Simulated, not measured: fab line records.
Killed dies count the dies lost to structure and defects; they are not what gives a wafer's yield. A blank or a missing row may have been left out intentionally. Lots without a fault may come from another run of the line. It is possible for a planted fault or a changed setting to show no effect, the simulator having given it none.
Chamber matching ; flow n5_finfet ; N5_BEOL_M10_STRIP_67 on rie_diel-06: 4 sister chambers
The step strips in CF4. 14 wafers are shown with their chamber, then 7 later ones without.

== EACH WAFER AND ITS CHAMBER ==
wafer;chamber;throttle_valve_pct (%);oes_product_au (a.u.);showerhead_plenum_p_Torr (Torr)
L074.1;1;13.71;0.88;1.76
L074.3;0;13.14;0.93;1.74
L074.6;2;13.85;0.74;1.78
L075.1;0;13.14;0.92;1.74
L075.4;1;13.73;0.86;1.75
L075.5;1;13.75;0.87;1.75
L079.1;1;13.75;0.86;1.75
L079.4;1;13.73;0.86;1.75
L079.5;3;13.52;0.84;1.75
L080.3;3;13.54;0.82;1.75
L080.4;3;13.55;0.82;1.75
L080.5;2;13.89;0.73;1.78
L083.2;0;13.17;0.89;1.73
L083.3;3;13.56;0.81;1.74

SIGNATURES, as means of the wafers listed above
reading;chamber 0;chamber 1;chamber 2;chamber 3;scatter within a chamber
throttle_valve_pct;13.1500;13.7340;13.8700;13.5425;0.0184
oes_product_au;0.9133;0.8660;0.7350;0.8225;0.0131
showerhead_plenum_p_Torr;1.7367;1.7520;1.7800;1.7475;0.00471
Rule: distance of a wafer from a chamber = root of the sum over the readings of ((wafer's reading minus chamber's mean) / reading's scatter) squared. If the next closest chamber is less than 2 further off than the closest, the wafer can't be placed; otherwise it belongs to the closest. How the scatter is found: for the shown wafers, subtract from each reading the mean of its chamber, square and add these, divide the total by (wafers less chambers), then take the root.

== WAFERS WHOSE CHAMBER IS MISSING ==
wafer;throttle_valve_pct (%);oes_product_au (a.u.);showerhead_plenum_p_Torr (Torr)
L083.5;13.17;0.89;1.73
L089.1;13.22;0.86;1.73
L089.3;13.94;0.71;1.77
L089.5;13.59;0.80;1.74
L091.2;13.81;0.83;1.75
L091.4;13.59;0.80;1.74
L091.6;13.82;0.83;1.74

== CHAMBER TAKEN BY EACH ==
wafer;from the rows above;in truth
L083.5;0;0
L089.1;0;0
L089.3;2;2
L089.5;3;3
L091.2;1;1
L091.4;3;3
L091.6;1;1
7 of 7 placed correctly. Left unplaced by these rows: 0. Wrongly placed: 0.
